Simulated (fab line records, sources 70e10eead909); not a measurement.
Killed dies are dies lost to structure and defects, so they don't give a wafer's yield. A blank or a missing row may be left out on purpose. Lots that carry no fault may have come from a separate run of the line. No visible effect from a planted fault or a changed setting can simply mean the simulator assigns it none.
fab line records	flow nand_harc
record: lots: 10	wafers: 30	last_day: 33
route steps=1302 shown A_CHANNEL_FILL_D2@613 END@1302
lots that met no fault: taken from a fault-free run of the same line
start_h: hours from the record's first day to the start of the lot's first wafer shown	wait_h: how many hours have passed since the lot's step before this one	" identical to the entry in the row above	L1.1+2: several wafers, shown together as one row	- no value present, or no start provided	* or withheld: withheld	< > ~ a bound
route shown NAME@n: names a module that has steps shown in the file, with the first one's number in the route	usual: the fault-free wafers' mean and standard deviation	same: alike in all rows	chamber/n: place in a boat	sites: readings site by site	_std_site: their standard deviation	_edge_site: the outer-site mean with the inner-site mean subtracted	radius_mm: how far each site lies from the wafer's centre	mask NAME#n: copy n	behind: the last tool/chamber to shape the wafer	hold: why the lot went on hold/how many hours it stayed there/how the hold came to an end	device: names the non-switching transistor (n, p or np)	end of line: tests run on the same wafers once the route is complete	step lacking rows: just its recipe	killed: not the wafer's yield, but the dies lost to structure and defects at the first sort	map: per-die view of a wafer (x killed, . not killed, _ where there is no die)
set.NAME: the setting that was run; set.NAME@STEP: the one run at that earlier step	model.NAME: the simulator's own value behind a step, which no gauge read
steps of the route over a sample of lots; a table a step, a row a wafer
services: a tool's chamber out of use, with start hour (start_h, from the record's first day; less than 0 if before it), hours out, and reason
== steps ==
step: NHARC_A_CHANNEL_FILL_D2_ALD_03
recipe: target_thk_a: 60	pulse_time_s: 60	ald_cycles: 58	temp_c: 630	pressure_torr: 2	material: SiNx
usual: precursor_pulse_height_rel: 0.999/0.02
lot.wafer	tool	chamber	start_h	wait_h	precursor_pulse_height_rel
L541.2	ald_sin_batch-01	0	-	-	1.006
L541.3	"	0	"	"	1.018
L541.5	"	0	"	"	0.978
L543.1	ald_sin_batch-01	0	-	-	1.001
L543.2	"	0	"	"	0.970
L543.6	"	0	"	"	0.976
L544.2	ald_sin_batch-01	0	-	-	0.995
L544.5	"	0	"	"	1.030
L544.6	"	0	"	"	1.002
L548.3	ald_sin_batch-02	0	-	-	0.975
L548.5	"	0	"	"	0.998
L548.6	"	0	"	"	1.017
L549.2	ald_sin_batch-02	0	-	-	1.027
L549.3	"	0	"	"	0.988
L549.4	"	0	"	"	1.009
L550.2	ald_sin_batch-03	0	-	-	1.035
L550.5	"	0	"	"	0.985
L550.6	"	0	"	"	0.995
L554.3	ald_sin_batch-02	0	-	-	0.992
L554.4	"	0	"	"	0.990
L554.6	"	0	"	"	0.998
L555.3	ald_sin_batch-01	0	-	-	1.033
L555.5	"	0	"	"	0.993
L555.6	"	0	"	"	0.962
L561.1	ald_sin_batch-02	0	-	-	1.000
L561.2	"	0	"	"	1.013
L561.3	"	0	"	"	1.021
L564.2	ald_sin_batch-01	0	-	-	0.993
L564.3	"	0	"	"	1.006
L564.5	"	0	"	"	0.988
step: NHARC_A_CHANNEL_FILL_D2_ETCHBACK_19
recipe: target_depth_a: 50	time_s: 1.7	hbr_flow_sccm: 150	cl2_flow_sccm: 50	rf_w: 400	icp_w: 400	bias_w: 100	chemistry: HBr/Cl2
usual: drypump_motor_current_A: 5.9/0.46	he_backside_leak_sccm: 2.59/0.28	oes_product_au: 0.998/0.009	throttle_valve_pct: 26.406/0.0081
lot.wafer	tool	chamber	start_h	wait_h	drypump_motor_current_A	he_backside_leak_sccm	oes_product_au	rf_hours_counter_h	throttle_valve_pct
L541.3	rie_si-05	2	325.63	0.4	6.2	2.18	0.999	0.04	26.421
L541.2	"	3	"	"	5.9	2.47	0.998	0.04	26.405
L541.5	"	3	"	"	5.9	2.47	0.995	-	26.394
L543.1	rie_si-02	2	346.73	0.4	5.7	2.36	0.999	0.26	26.419
L543.2	"	0	"	"	5.7	2.68	1.012	0.30	26.398
L543.6	"	2	"	"	5.7	2.36	1.002	-	26.400
L544.2	rie_si-05	2	346.77	0.4	6.3	2.16	1.004	0.19	26.406
L544.5	"	3	"	"	5.9	2.47	0.992	-	26.386
L544.6	"	0	"	"	5.5	2.38	1.009	-	26.417
L549.2	rie_si-02	0	398.34	0.4	5.6	2.66	1.004	0.51	26.407
L549.3	"	1	"	"	5.0	2.59	0.995	0.53	26.411
L549.4	"	3	"	"	5.4	2.40	1.002	0.54	26.418
L548.3	rie_si-05	1	398.40	0.4	6.5	3.16	1.008	0.55	26.407
L548.6	"	2	"	"	6.2	2.45	0.999	-	26.402
L548.5	"	1	"	"	6.5	3.14	1.014	-	26.415
L550.2	rie_si-05	3	417.42	0.4	5.9	2.50	0.995	0.73	26.404
L550.6	"	3	"	"	5.9	2.54	1.004	-	26.392
L550.5	"	1	"	"	6.5	3.01	1.006	-	26.417
L554.3	rie_si-03	1	455.00	0.4	6.6	2.34	0.990	0.24	26.389
L554.4	"	3	"	"	5.8	2.38	0.986	0.33	26.404
L554.6	"	2	"	"	5.9	2.68	1.008	-	26.406
L555.3	rie_si-03	1	463.36	0.4	6.6	2.61	0.989	0.37	26.405
L555.6	"	3	"	"	5.8	2.40	0.980	-	26.394
L555.5	"	0	"	"	5.3	2.79	1.000	-	26.391
L561.1	rie_si-03	1	520.45	0.4	6.6	2.45	0.990	0.81	26.394
L561.3	"	3	"	"	5.8	2.40	0.998	0.78	26.400
L561.2	"	0	"	"	5.3	2.66	0.997	0.78	26.401
L564.3	rie_si-03	3	558.72	0.4	5.8	2.33	1.001	1.02	26.396
L564.2	"	1	"	"	6.6	3.98	0.997	1.03	26.398
L564.5	"	3	"	"	5.8	2.26	0.999	-	26.407
step: NHARC_A_CHANNEL_FILL_D2_STRIP_29
recipe: time_s: 20	o2_flow_sccm: 500	ar_flow_sccm: 0	bias_w: 0	chemistry: O2
usual: drypump_motor_current_A: 5.8/0.36	oes_product_au: 1.002/0.011	rf_vpp_V: 57.8/0.9	showerhead_plenum_p_Torr: 3.55/0.17	throttle_valve_pct: 17.036/0.0093
lot.wafer	tool	chamber	start_h	wait_h	drypump_motor_current_A	oes_product_au	rf_hours_counter_h	rf_vpp_V	showerhead_plenum_p_Torr	throttle_valve_pct
L541.2	rie_diel-09	0	-	-	5.9	1.021	0	57.7	3.37	17.033
L541.3	"	2	"	"	6.2	1.001	0	57.1	3.42	17.044
L541.5	"	0	"	"	5.9	1.025	-	57.5	3.37	17.038
L544.2	rie_diel-13	0	-	-	5.1	1.020	0	57.7	3.55	17.041
L544.5	"	0	"	"	5.1	1.028	-	57.8	3.55	17.040
L544.6	"	1	"	"	5.4	0.990	-	59.4	3.79	17.042
L543.1	rie_diel-09	1	-	-	6.2	1.001	1	58.0	3.58	17.049
L543.2	"	3	"	"	5.5	1.010	1	56.7	3.30	17.030
L543.6	"	0	"	"	5.9	1.024	-	56.3	3.37	17.033
L549.2	rie_diel-09	3	-	-	5.5	1.010	3	58.5	3.30	17.028
L549.3	"	0	"	"	5.9	1.013	3	57.1	3.37	17.043
L549.4	"	1	"	"	6.2	1.002	3	57.1	3.58	17.028
L548.3	rie_diel-07	1	-	-	5.9	1.009	18	59.6	3.68	17.025
L548.5	"	2	"	"	6.1	0.997	-	59.0	3.80	17.032
L548.6	"	3	"	"	6.3	1.011	-	57.9	3.62	17.050
L550.2	rie_diel-09	2	-	-	6.1	0.995	3	59.1	3.42	17.047
L550.5	"	2	"	"	6.2	0.996	-	57.8	3.42	17.028
L550.6	"	3	"	"	5.5	1.000	-	56.0	3.30	17.044
L554.4	rie_diel-09	1	-	-	6.2	0.993	4	58.4	3.58	17.033
L554.3	"	3	"	"	5.5	1.010	4	55.2	3.30	17.038
L554.6	"	2	"	"	6.1	0.978	-	57.3	3.42	17.030
L555.3	rie_diel-13	3	-	-	5.8	0.995	3	58.8	3.76	17.031
L555.5	"	2	"	"	5.6	0.986	-	57.7	3.33	17.019
L555.6	"	3	"	"	5.8	0.986	-	58.8	3.76	17.035
L561.2	rie_diel-09	2	539.04	0.1	6.1	1.001	1	58.7	3.42	17.028
L561.1	"	3	"	"	5.5	1.021	1	58.8	3.30	17.004
L561.3	"	1	"	"	6.2	1.013	1	58.1	3.58	17.051
L564.3	rie_diel-07	0	-	-	6.2	1.002	17	58.3	3.66	17.038
L564.2	"	2	"	"	6.1	1.006	14	56.5	3.78	17.030
L564.5	"	0	"	"	6.1	1.001	-	59.7	3.66	17.041
step: NHARC_A_CHANNEL_FILL_D2_CVD_09
recipe: target_thk_a: 1500	temp_c: 620	pressure_mtorr: 200	time_s: 3000	material: poly-Si
usual: spike_tc_bottom_C: 639.7/1.2	spike_tc_centre_C: 620.2/1.1	spike_tc_lower_C: 619.8/1.5	spike_tc_top_C: 636.4/2.7	spike_tc_upper_C: 618.1/1.6	tube_center_temp_C: 620.00/0.064	zone_power_centre_pct: 9.1/0.48	zone_power_top_pct: 19.4/0.76	zone_power_upper_pct: 8.93/0.25
lot.wafer	tool	chamber	start_h	wait_h	spike_tc_bottom_C	spike_tc_centre_C	spike_tc_lower_C	spike_tc_top_C	spike_tc_upper_C	tube_center_temp_C	zone_power_centre_pct	zone_power_top_pct	zone_power_upper_pct
L541.2	lpcvd_poly-03	0	346.13	3.0	639.0	620.6	619.1	633.8	615.8	619.89	8.8	19.3	9.04
L541.3	"	0	"	"	639.2	620.0	620.2	636.0	616.4	620.05	8.7	19.4	9.10
L541.5	"	0	"	"	639.8	620.4	619.3	633.8	616.7	619.96	8.8	19.3	9.09
L543.1	lpcvd_poly-03	0	366.89	2.3	641.3	622.1	618.6	635.5	617.6	619.97	8.8	19.2	9.06
L543.2	"	0	"	"	638.7	620.3	620.1	636.9	619.8	619.99	8.7	19.2	8.99
L543.6	"	0	"	"	640.0	619.1	618.3	634.1	617.8	619.94	8.8	19.0	8.84
L544.2	lpcvd_poly-03	0	366.89	2.3	638.8	621.0	618.2	634.8	618.3	619.96	8.8	19.2	9.04
L544.5	"	0	"	"	637.0	620.4	621.5	634.7	616.2	620.01	8.8	18.9	9.01
L544.6	"	0	"	"	639.9	620.0	618.9	634.2	617.2	619.91	8.9	19.0	8.92
L548.3	lpcvd_poly-02	0	419.15	-	639.2	619.7	621.9	640.6	623.0	620.02	9.7	20.6	9.09
L548.5	"	0	"	"	642.3	619.2	622.4	640.6	619.3	620.03	9.8	20.8	9.10
L548.6	"	0	"	"	641.2	620.7	621.9	641.7	618.6	620.02	9.7	20.7	9.01
L549.2	lpcvd_poly-02	0	419.15	2.9	641.3	619.5	620.2	639.9	620.4	619.93	9.6	20.7	8.99
L549.3	"	0	"	"	640.8	619.4	620.6	640.0	620.1	620.01	9.6	20.8	9.07
L549.4	"	0	"	"	641.9	619.0	621.9	643.4	619.3	620.05	9.6	20.5	9.04
L550.2	lpcvd_poly-03	0	437.59	-	638.6	622.7	618.7	634.6	616.1	620.03	8.8	19.3	8.87
L550.5	"	0	"	"	640.1	619.4	619.0	634.4	617.9	619.96	8.8	19.7	8.85
L550.6	"	0	"	"	639.3	619.3	618.2	634.8	616.9	619.99	8.8	19.2	9.06
L554.3	lpcvd_poly-03	0	475.29	2.3	639.7	620.2	618.8	635.2	618.1	619.88	8.7	19.2	8.90
L554.4	"	0	"	"	641.7	619.4	620.3	633.8	616.3	620.01	8.8	19.2	9.07
L554.6	"	0	"	"	638.7	619.4	618.8	635.0	616.4	619.95	8.8	19.1	9.11
L555.3	lpcvd_poly-03	0	484.74	3.2	640.5	621.0	618.0	636.0	615.9	620.04	8.9	19.5	8.86
L555.5	"	0	"	"	639.5	620.8	618.1	634.9	616.3	619.93	8.8	19.1	9.07
L555.6	"	0	"	"	638.4	620.5	620.0	634.1	617.3	619.90	8.8	19.1	9.08
L561.1	lpcvd_poly-03	0	541.44	2.3	586.5	569.0	565.8	584.9	563.6	567.44	7.5	16.8	7.59
L561.2	"	0	"	"	587.3	568.2	567.6	583.4	562.8	567.34	7.5	17.1	7.69
L561.3	"	0	"	"	587.7	567.5	565.5	582.7	564.4	567.37	7.5	16.9	7.63
L564.2	lpcvd_poly-03	0	578.21	2.3	587.3	567.1	567.5	583.9	564.4	567.27	7.3	17.3	7.88
L564.3	"	0	"	"	587.2	567.9	566.2	585.1	563.9	567.30	7.5	16.7	7.79
L564.5	"	0	"	"	589.0	565.0	565.7	585.8	563.5	567.30	7.6	17.2	7.82
step: NHARC_A_CHANNEL_FILL_D2_CMP_10
recipe: target_thk_nm: 150
usual: edge_zone_pressure_frac: 1.000/0.0049	motor_current_A: 12.1/1	slurry_flow_ml_min: 149.9/0.47	time_to_endpoint_s: 15.8/2.1
lot.wafer	tool	chamber	start_h	wait_h	edge_zone_pressure_frac	motor_current_A	slurry_flow_ml_min	time_to_endpoint_s
L541.2	cmp-03	2	349.29	0.4	1.001	10.6	150.2	17.7
L541.3	"	0	"	"	1.005	11.5	149.6	16.5
L541.5	"	1	"	"	1.003	12.4	151.1	15.0
L543.1	cmp-01	1	370.08	0.4	0.994	12.5	150.5	14.0
L543.2	"	2	"	"	0.994	12.7	149.8	16.6
L543.6	"	1	"	"	0.998	13.2	150.8	13.6
L544.2	cmp-02	3	370.10	0.4	0.998	12.2	150.0	14.1
L544.6	"	2	"	"	1.007	13.2	150.4	17.7
L544.5	"	3	"	"	1.000	11.8	150.7	13.5
L549.2	cmp-01	2	422.37	0.4	1.005	12.2	149.2	16.2
L549.3	"	3	"	"	1.000	11.1	149.0	13.7
L549.4	"	0	"	"	0.997	13.6	150.2	16.8
L548.3	cmp-03	3	422.39	0.4	0.997	12.5	150.1	18.3
L548.5	"	2	"	"	1.006	11.0	150.2	16.9
L548.6	"	3	"	"	1.003	12.3	149.7	18.9
L550.2	cmp-02	1	440.73	0.4	1.003	11.0	149.9	15.4
L550.6	"	1	"	"	1.000	10.9	150.1	11.0
L550.5	"	2	"	"	1.000	12.9	150.3	17.7
L554.4	cmp-02	0	478.47	0.4	1.006	10.9	149.6	14.5
L554.3	"	3	"	"	0.996	11.9	150.0	12.9
L554.6	"	0	"	"	1.007	11.4	149.7	15.2
L555.3	cmp-01	3	487.90	0.4	1.002	11.0	150.5	13.0
L555.6	"	3	"	"	1.005	10.4	149.9	14.2
L555.5	"	0	"	"	0.997	12.5	149.3	17.7
L561.3	cmp-02	3	544.59	0.4	0.995	12.0	149.8	2.4
L561.2	"	0	"	"	1.007	10.6	150.4	2.8
L561.1	"	1	"	"	1.003	10.2	149.8	1.3
L564.3	cmp-02	2	581.34	0.4	0.999	14.1	149.8	3.6
L564.2	"	1	"	"	1.006	10.5	150.0	4.0
L564.5	"	3	"	"	0.998	11.8	149.6	2.5
step: NHARC_END_SORT_01
recipe: temp_c: 25
usual: killed_at_array: 64/16	killed_at_other: 1.0/1.1	killed_at_periphery: 3.5/2.3	killed_dies: 69/17	killed_open: 3.2/1.6	killed_short: 2.4/1.6
same: gross_dies: 677
lot.wafer	tool	chamber	start_h	wait_h	killed_at_array	killed_at_other	killed_at_periphery	killed_dies	killed_open	killed_short
L541.2	prober-01	0	559.23	2.8	88	0	6	94	3	7
L541.3	prober-01	0	560.03	3.1	73	2	5	80	2	3
L541.5	prober-01	0	561.65	3.7	71	1	6	78	1	2
L543.1	prober-02	0	575.75	2.5	46	1	4	51	2	5
L543.2	prober-02	0	576.55	2.8	40	1	1	42	2	2
L543.6	prober-02	0	579.76	4.0	40	1	2	43	0	3
L544.2	prober-02	0	584.34	2.8	54	2	4	60	4	2
L544.5	prober-02	0	586.75	3.7	66	0	3	69	6	0
L544.6	prober-02	0	587.55	4.0	51	0	0	51	1	2
L548.3	prober-02	0	639.35	3.1	50	0	1	51	4	0
L548.5	prober-02	0	640.96	3.7	51	0	3	54	2	4
L548.6	prober-02	0	641.76	4.0	62	0	2	64	2	3
L550.2	prober-01	0	652.20	2.8	61	1	5	67	2	3
L550.5	prober-01	0	654.60	3.7	63	2	4	69	0	0
L550.6	prober-01	0	655.40	4.0	58	0	4	62	2	2
L549.2	prober-01	0	664.88	2.8	64	1	3	68	5	1
L549.3	prober-01	0	665.66	3.1	62	0	2	64	4	2
L549.4	prober-01	0	666.45	3.4	50	3	2	55	4	0
L554.3	prober-02	0	700.84	3.1	79	1	0	80	1	1
L554.4	prober-02	0	701.63	3.4	88	0	2	90	5	1
L554.6	prober-02	0	703.21	3.9	68	1	3	72	2	3
L555.3	prober-02	0	708.60	3.1	47	1	9	57	3	2
L555.5	prober-02	0	710.18	3.7	40	0	8	48	4	3
L555.6	prober-02	0	710.97	4.0	48	0	10	58	5	4
L561.1	prober-02	0	751.85	2.5	67	0	2	69	2	3
L561.2	prober-02	0	752.64	2.8	84	1	3	88	2	2
L561.3	prober-02	0	753.43	3.1	71	2	6	79	5	1
L564.2	prober-02	0	795.59	2.8	54	0	3	57	6	6
L564.3	prober-02	0	796.38	3.1	56	0	4	60	5	3
L564.5	prober-02	0	797.94	3.6	45	0	3	48	6	1
killed by level:class
L541.2 A_CHANNEL_HOLE_D2:chamber_film_flake=41 A_SLIT:chamber_film_flake=20 A_CONTACT:chamber_film_flake=10 A_CHANNEL_FILL_D2:chamber_film_flake=6 A_WL_FILL:geometric_particle:short=3 P_STI:chamber_film_flake=3 A_STAIRCASE:chamber_film_flake=3 P_M0:geometric_particle:open=1
L541.3 A_CHANNEL_HOLE_D2:chamber_film_flake=32 A_SLIT:chamber_film_flake=23 A_CONTACT:chamber_film_flake=6 A_STAIRCASE:chamber_film_flake=5 P_STI:chamber_film_flake=3 A_CHANNEL_FILL_D1:chamber_film_flake=2 THIN_TSV:chamber_film_flake=2 P_CONTACT:geometric_particle:short=1
L541.5 A_CHANNEL_HOLE_D2:chamber_film_flake=30 A_SLIT:chamber_film_flake=19 A_CONTACT:chamber_film_flake=12 A_STAIRCASE:chamber_film_flake=7 P_STI:chamber_film_flake=3 P_M1:geometric_particle:short=1 A_ONON_D2:geometric_particle:open=1 A_CHANNEL_HOLE_D2:geometric_particle:short=1
L543.1 A_CHANNEL_HOLE_D2:chamber_film_flake=33 A_CONTACT:chamber_film_flake=4 A_STAIRCASE:chamber_film_flake=3 A_WL_FILL:geometric_particle:short=2 P_M0:geometric_particle:short=1 P_M1:geometric_particle:open=1 P_M1:geometric_particle:short=1 A_ONON_D1:geometric_particle:open=1
L543.2 A_CHANNEL_HOLE_D2:chamber_film_flake=31 A_CHANNEL_HOLE_D1:chamber_film_flake=3 A_CONTACT:geometric_particle:open=2 A_STAIRCASE:chamber_film_flake=2 A_CHANNEL_FILL_D1:geometric_particle:short=1 A_CONTACT:geometric_particle:short=1 P_STI:chamber_film_flake=1 THIN_TSV:chamber_film_flake=1
L543.6 A_CHANNEL_HOLE_D2:chamber_film_flake=25 A_STAIRCASE:chamber_film_flake=5 A_CHANNEL_FILL_D1:geometric_particle:short=2 A_ZERO_WELL:chamber_film_flake=2 A_CHANNEL_HOLE_D1:chamber_film_flake=2 A_CHANNEL_FILL_D1:chamber_film_flake=2 A_CONTACT:chamber_film_flake=2 P_CONTACT:geometric_particle:short=1
L544.2 A_CHANNEL_HOLE_D1:chamber_film_flake=29 A_CHANNEL_HOLE_D2:chamber_film_flake=16 A_DECK1_JOINT:chamber_film_flake=2 A_CHANNEL_FILL_D2:chamber_film_flake=2 A_M1:chamber_film_flake=2 P_GATE:geometric_particle:open=1 P_CONTACT:geometric_particle:short=1 P_M1:geometric_particle:short=1
L544.5 A_CHANNEL_HOLE_D1:chamber_film_flake=36 A_CHANNEL_HOLE_D2:chamber_film_flake=13 A_M1:geometric_particle:open=3 A_ZERO_WELL:chamber_film_flake=2 A_DECK1_JOINT:chamber_film_flake=2 A_CHANNEL_FILL_D2:chamber_film_flake=2 A_CONTACT:chamber_film_flake=2 A_BONDPAD:chamber_film_flake=2
L544.6 A_CHANNEL_HOLE_D1:chamber_film_flake=29 A_CHANNEL_HOLE_D2:chamber_film_flake=8 A_STAIRCASE:chamber_film_flake=3 A_WL_FILL:chamber_film_flake=3 A_ONON_D1:geometric_particle:short=1 A_ONON_D2:geometric_particle:short=1 A_ONON_D2:geometric_particle:open=1 A_ZERO_WELL:chamber_film_flake=1
L548.3 A_CHANNEL_HOLE_D2:chamber_film_flake=33 A_STAIRCASE:chamber_film_flake=5 A_CONTACT:chamber_film_flake=4 A_CHANNEL_HOLE_D1:chamber_film_flake=3 P_CONTACT:geometric_particle:open=1 A_SOURCE_PLATE:geometric_particle:open=1 A_ONON_D1:geometric_particle:open=1 A_BLC:geometric_particle:open=1
L548.5 A_CHANNEL_HOLE_D2:chamber_film_flake=30 A_CHANNEL_HOLE_D1:chamber_film_flake=6 P_M2:chamber_film_flake=3 A_STAIRCASE:chamber_film_flake=3 A_ONON_D2:geometric_particle:short=2 A_SLIT:chamber_film_flake=2 A_CONTACT:chamber_film_flake=2 A_SOURCE_PLATE:geometric_particle:open=1
L548.6 A_CHANNEL_HOLE_D2:chamber_film_flake=37 A_STAIRCASE:chamber_film_flake=7 A_CHANNEL_HOLE_D1:chamber_film_flake=5 A_CONTACT:chamber_film_flake=4 A_ZERO_WELL:chamber_film_flake=2 A_SLIT:chamber_film_flake=2 P_CONTACT:geometric_particle:short=1 A_ONON_D1:geometric_particle:short=1
L550.2 A_SLIT:chamber_film_flake=31 A_CHANNEL_HOLE_D2:chamber_film_flake=17 A_CONTACT:chamber_film_flake=4 P_M2:chamber_film_flake=3 A_CHANNEL_HOLE_D1:chamber_film_flake=3 A_CHANNEL_HOLE_D1:geometric_particle:short=2 P_CONTACT:geometric_particle:open=1 P_M0:geometric_particle:short=1
L550.5 A_SLIT:chamber_film_flake=31 A_CHANNEL_HOLE_D2:chamber_film_flake=13 A_CHANNEL_HOLE_D1:chamber_film_flake=9 A_CONTACT:chamber_film_flake=9 P_M2:chamber_film_flake=4 THIN_TSV:chamber_film_flake=2 A_M1:chamber_film_flake=1
L550.6 A_SLIT:chamber_film_flake=30 A_CHANNEL_HOLE_D2:chamber_film_flake=11 A_CHANNEL_HOLE_D1:chamber_film_flake=7 A_CONTACT:chamber_film_flake=5 P_M2:chamber_film_flake=4 A_CHANNEL_HOLE_D1:geometric_particle:open=1 A_SGD_CUT:geometric_particle:open=1 A_WL_FILL:geometric_particle:short=1
L549.2 A_CHANNEL_HOLE_D1:chamber_film_flake=34 A_CHANNEL_HOLE_D2:chamber_film_flake=18 A_CHANNEL_FILL_D1:chamber_film_flake=3 P_M2:chamber_film_flake=2 A_CONTACT:chamber_film_flake=2 P_CONTACT:geometric_particle:open=1 A_CHANNEL_FILL_D1:geometric_particle:short=1 A_CHANNEL_HOLE_D2:geometric_particle:open=1
L549.3 A_CHANNEL_HOLE_D1:chamber_film_flake=33 A_CHANNEL_HOLE_D2:chamber_film_flake=19 A_CHANNEL_FILL_D2:geometric_particle:short=2 A_SGD_CUT:geometric_particle:open=2 P_CONTACT:geometric_particle:open=1 A_WL_FILL:geometric_particle:open=1 P_STI:chamber_film_flake=1 A_ZERO_WELL:chamber_film_flake=1
L549.4 A_CHANNEL_HOLE_D1:chamber_film_flake=27 A_CHANNEL_HOLE_D2:chamber_film_flake=13 A_SLIT:chamber_film_flake=3 THIN_TSV:chamber_film_flake=3 A_ZERO_WELL:chamber_film_flake=2 P_CONTACT:geometric_particle:open=1 A_SGD_CUT:geometric_particle:open=1 A_M0:geometric_particle:open=1
L554.3 A_CHANNEL_HOLE_D1:chamber_film_flake=37 A_SLIT:chamber_film_flake=31 A_CONTACT:chamber_film_flake=3 A_CHANNEL_FILL_D1:chamber_film_flake=2 A_WL_FILL:chamber_film_flake=2 A_ONON_D1:geometric_particle:short=1 A_CHANNEL_HOLE_D1:geometric_particle:open=1 A_SGD_CUT:chamber_film_flake=1
L554.4 A_CHANNEL_HOLE_D1:chamber_film_flake=39 A_SLIT:chamber_film_flake=31 A_CHANNEL_HOLE_D2:chamber_film_flake=6 A_CHANNEL_FILL_D1:geometric_particle:open=3 A_CONTACT:chamber_film_flake=3 A_CHANNEL_FILL_D1:chamber_film_flake=2 P_CONTACT:geometric_particle:open=1 A_SLIT:geometric_particle:open=1
L554.6 A_CHANNEL_HOLE_D1:chamber_film_flake=24 A_SLIT:chamber_film_flake=24 A_WL_FILL:chamber_film_flake=5 A_CHANNEL_HOLE_D2:chamber_film_flake=4 A_DECK1_JOINT:geometric_particle:open=2 P_GATE:chamber_film_flake=2 A_STAIRCASE:chamber_film_flake=2 A_CONTACT:chamber_film_flake=2
L555.3 A_CHANNEL_HOLE_D2:chamber_film_flake=20 A_CHANNEL_HOLE_D1:chamber_film_flake=13 A_SLIT:chamber_film_flake=6 P_M0:chamber_film_flake=4 P_BONDPAD:chamber_film_flake=2 A_STAIRCASE:chamber_film_flake=2 P_STI:geometric_particle:open=1 A_CHANNEL_HOLE_D1:geometric_particle:short=1
L555.5 A_CHANNEL_HOLE_D2:chamber_film_flake=18 A_CHANNEL_HOLE_D1:chamber_film_flake=9 A_STAIRCASE:chamber_film_flake=4 A_SLIT:chamber_film_flake=3 P_GATE:geometric_particle:open=2 P_M0:chamber_film_flake=2 P_BONDPAD:chamber_film_flake=2 A_ZERO_WELL:chamber_film_flake=2
L555.6 A_CHANNEL_HOLE_D2:chamber_film_flake=22 A_CHANNEL_HOLE_D1:chamber_film_flake=10 P_BONDPAD:chamber_film_flake=5 A_STAIRCASE:chamber_film_flake=4 A_WL_FILL:geometric_particle:open=3 P_M0:chamber_film_flake=3 A_SLIT:chamber_film_flake=2 A_CONTACT:chamber_film_flake=2
L561.1 A_SLIT:chamber_film_flake=34 A_CHANNEL_HOLE_D1:chamber_film_flake=23 A_ZERO_WELL:chamber_film_flake=3 A_CHANNEL_FILL_D2:geometric_particle:open=2 P_M1:geometric_particle:short=1 A_CHANNEL_FILL_D1:geometric_particle:short=1 A_DECK1_JOINT:geometric_particle:short=1 P_GATE:chamber_film_flake=1
L561.2 A_SLIT:chamber_film_flake=40 A_CHANNEL_HOLE_D1:chamber_film_flake=29 A_ZERO_WELL:chamber_film_flake=4 A_DECK1_JOINT:chamber_film_flake=3 P_GATE:chamber_film_flake=2 A_CHANNEL_FILL_D1:chamber_film_flake=2 P_M0:geometric_particle:open=1 A_CHANNEL_FILL_D1:geometric_particle:open=1
L561.3 A_CHANNEL_HOLE_D1:chamber_film_flake=29 A_SLIT:chamber_film_flake=29 P_STI:chamber_film_flake=2 P_GATE:chamber_film_flake=2 A_ZERO_WELL:chamber_film_flake=2 A_CHANNEL_FILL_D1:chamber_film_flake=2 A_STAIRCASE:chamber_film_flake=2 THIN_TSV:chamber_film_flake=2
L564.2 A_CHANNEL_HOLE_D2:chamber_film_flake=27 A_SLIT:chamber_film_flake=8 A_CONTACT:chamber_film_flake=3 A_ONON_D2:geometric_particle:short=2 A_CHANNEL_FILL_D2:geometric_particle:short=2 A_BLC:geometric_particle:open=2 A_M0:geometric_particle:open=2 P_BONDPAD:chamber_film_flake=2
L564.3 A_CHANNEL_HOLE_D2:chamber_film_flake=30 A_CONTACT:chamber_film_flake=6 A_SLIT:chamber_film_flake=6 A_CHANNEL_HOLE_D1:chamber_film_flake=5 A_CHANNEL_FILL_D2:geometric_particle:open=2 A_STAIRCASE:chamber_film_flake=2 P_STI:geometric_particle:short=1 P_GATE:geometric_particle:open=1
L564.5 A_CHANNEL_HOLE_D2:chamber_film_flake=32 A_CHANNEL_HOLE_D1:chamber_film_flake=2 A_STAIRCASE:chamber_film_flake=2 A_SLIT:chamber_film_flake=2 P_GATE:geometric_particle:open=1 P_CONTACT:geometric_particle:open=1 A_SOURCE_PLATE:geometric_particle:short=1 A_ONON_D1:geometric_particle:open=1
== services ==
tool	chamber	start_h	hours	kind
rie_diel-09	3	303.11	1.3	repair
rie_si-05	-	305.00	9.0	pm
rie_diel-09	-	320.13	9.0	pm
cmp-02	-	321.47	3.5	repair
cmp-02	-	330.71	4.0	pm
ald_sin_batch-01	-	370.41	12.8	repair
rie_si-05	2	371.27	2.7	repair
rie_si-05	0	382.99	49.5	repair
lpcvd_poly-03	-	386.36	26.0	pm
rie_si-03	-	398.02	9.0	pm
cmp-02	-	428.81	4.0	pm
rie_diel-09	-	436.53	0.5	repair
rie_si-05	1	440.57	1.7	repair
rie_si-05	2	441.27	1.9	repair
rie_diel-09	2	448.95	2.7	repair
rie_si-05	-	451.59	41.4	repair
rie_diel-09	-	469.42	0.8	repair
rie_diel-09	0	474.54	44.7	repair
rie_si-03	0	478.05	5.1	repair
rie_si-05	-	493.00	9.0	pm
rie_diel-09	-	497.13	9.0	pm
ald_sin_batch-01	-	506.00	26.0	pm
rie_diel-09	0	522.43	21.1	repair
cmp-02	-	526.81	4.0	pm
== key ==
first_sign: step: NHARC_A_CHANNEL_FILL_D2_CVD_09	reading: tube_center_temp_C	direction: down	sigmas: 99+	usual: *	struck: *
effect: step: NHARC_A_CHANNEL_FILL_D2_CVD_09	reading: spike_tc_centre_C	direction: down	sigmas: 49	usual: 620.2	struck: 567.4
effect: step: NHARC_A_CHANNEL_FILL_D2_CMP_10	reading: time_to_endpoint_s	direction: down	sigmas: 6.2	usual: *	struck: *
met_at NHARC_A_CHANNEL_FILL_D2_CVD_09
struck_lots L561,L564
tester_left_out L561,L564
not_acting_at NHARC_A_CHANNEL_FILL_D2_ALD_03,NHARC_A_CHANNEL_FILL_D2_ETCHBACK_19,NHARC_A_CHANNEL_FILL_D2_STRIP_29
onset_between 484.74 541.44
fault: kind: process_parameter_drift	tool: lpcvd_poly-03	chamber: -	onset_h: 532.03	steps: NHARC_A_CHANNEL_FILL_D2_CVD_09	channel: temp_c	offset: *	shape: step	end_h: 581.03	acts_in: *	stated: *
tester_left_out: of these lots the tester's yield and bins aren't shown, on N5 and GAA mostly nor the transistor test; their killed dies are dies lost to structure and defects alone, not to doping, threshold or leakage, so they don't give the yield
